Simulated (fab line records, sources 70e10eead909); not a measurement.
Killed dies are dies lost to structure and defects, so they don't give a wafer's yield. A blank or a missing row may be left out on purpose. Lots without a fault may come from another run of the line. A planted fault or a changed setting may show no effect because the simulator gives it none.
Which tool did it? | flow nand_harc | 12 lots, 36 wafers sampled, at 2 steps of a route of 1302

WHAT THE GAUGES READ, wafer by wafer
NHARC_A_DECK1_JOINT_THK_MEAS_17: measures by ellipsometry.
lot  | measured     | on            | thk_nm (nm)
L076 | day 13 07:23 | film_metro-01 | 45.4 44.8 44.7
L077 | day 13 21:44 | film_metro-01 | 43.9 46.0 43.4
L079 | day 14 01:43 | film_metro-02 | 44.3 44.9 43.6
L081 | day 15 22:30 | film_metro-02 | 43.4 46.2 43.8
L083 | day 15 22:35 | film_metro-01 | 44.9 45.9 46.0
L085 | day 17 07:33 | film_metro-01 | 44.3 43.6 42.3
L087 | day 17 20:37 | film_metro-01 | 45.5 47.0 44.9
L088 | day 18 12:32 | film_metro-02 | 43.8 46.8 45.3
L092 | day 19 13:32 | film_metro-01 | 44.2 43.8 44.6
L093 | day 20 04:40 | film_metro-01 | 46.0 44.2 46.6
L095 | day 21 08:15 | film_metro-01 | 44.1 44.4 45.7
L097 | day 22 09:31 | film_metro-02 | 45.5 44.2 42.8

WHICH TOOL RAN EACH LOT (tool, then ch and the chambers of the sampled wafers, then the start)
lot  | NHARC_A_CHANNEL_FILL_D1_ALD_25
L076 | ald_hk-01 ch 0,3, day 11 10:34
L077 | ald_hk-02 ch 0,1,3, day 11 17:02
L079 | ald_hk-01 ch 0,1,3, day 12 05:08
L081 | ald_hk-03 ch 1,2,3, day 13 19:58
L083 | ald_hk-02 ch 1,2, day 13 22:26
L085 | ald_hk-03 ch 0,1,2, day 15 09:58
L087 | ald_hk-03 ch 1,2,3, day 15 23:00
L088 | ald_hk-02 ch 0,1,2, day 16 09:19
L092 | ald_hk-02 ch 1,2,3, day 17 14:40
L093 | ald_hk-01 ch 0,1,3, day 18 03:17
L095 | ald_hk-03 ch 0,2,3, day 19 07:38
L097 | ald_hk-01 ch 2,3, day 20 03:29
- NHARC_A_CHANNEL_FILL_D1_ALD_25: deposits SiOx, target thk 60 nm, pulse time 10 s, ald cycles 600.

THE ANSWER, worked out from the rows above alone
Rule: what is usual is taken from the lots themselves. Put in order of their means at a reading, lots are off if they are a third of the lots or fewer, leave a main group of 4 or more, and stand apart from it by a gap of 3 or more times the standard deviation of the main group's means; of several such gaps the widest counts. A main group whose means are all the same, to the digits that the tables above print for the reading, isn't used. A lot without any number at a reading at which 4 lots or more have one is off too. The other lots that the step has rows for count as sound.
No lot is off at any reading shown: from this, nothing can be told.

WHAT THE SIMULATOR HAD PUT IN
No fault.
